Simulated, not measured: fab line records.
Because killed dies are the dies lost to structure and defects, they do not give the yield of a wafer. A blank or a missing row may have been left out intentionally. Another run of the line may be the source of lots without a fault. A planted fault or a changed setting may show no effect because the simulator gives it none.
Matching of chambers ; flow nand_harc ; ald_hk-01 running NHARC_A_STAIRCASE_ALD_420: 4 sister chambers
The step deposits SiO2, target thk 20 nm, pulse time 6 s, ald cycles 200. 4 wafers are shown with their chamber, then 10 later ones without.

== WAFERS, EACH WITH ITS CHAMBER ==
wafer;chamber;heater_power_w (W)
L085.1;1;399
L088.6;0;470
L093.1;2;493
L093.3;3;426

== WAFERS MISSING THEIR CHAMBER ==
wafer;heater_power_w (W)
L093.5;399
L092.2;492
L092.4;435
L092.6;474
L096.1;427
L096.2;408
L096.4;492
L097.4;491
L097.5;404
L097.6;489

== WHICH CHAMBER EACH WENT THROUGH ==
wafer;from the rows above;in truth
L093.5;1;1
L092.2;2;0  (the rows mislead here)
L092.4;3;3
L092.6;0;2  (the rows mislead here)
L096.1;3;3
L096.2;can't be placed: 1 or 3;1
L096.4;2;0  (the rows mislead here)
L097.4;2;2
L097.5;1;1
L097.6;2;2
Correctly placed: 6 of 10. These rows do not allow placing 1 (true chamber among the candidates in 1). Number placed wrongly: 3.
How it was worked out, from the rows above alone: a wafer's distance from a chamber is the root of the sum, over the readings, of the square of ((its reading less the chamber's mean) divided by the reading's scatter). The wafer belongs to the nearest chamber; if the next one is less than 2 further off, it can't be placed. For every chamber, the mean is computed from those of its wafers that are shown. The scatter: root of mean squared gap, hidden wafer to nearest shown wafer, with one shown wafer a chamber.
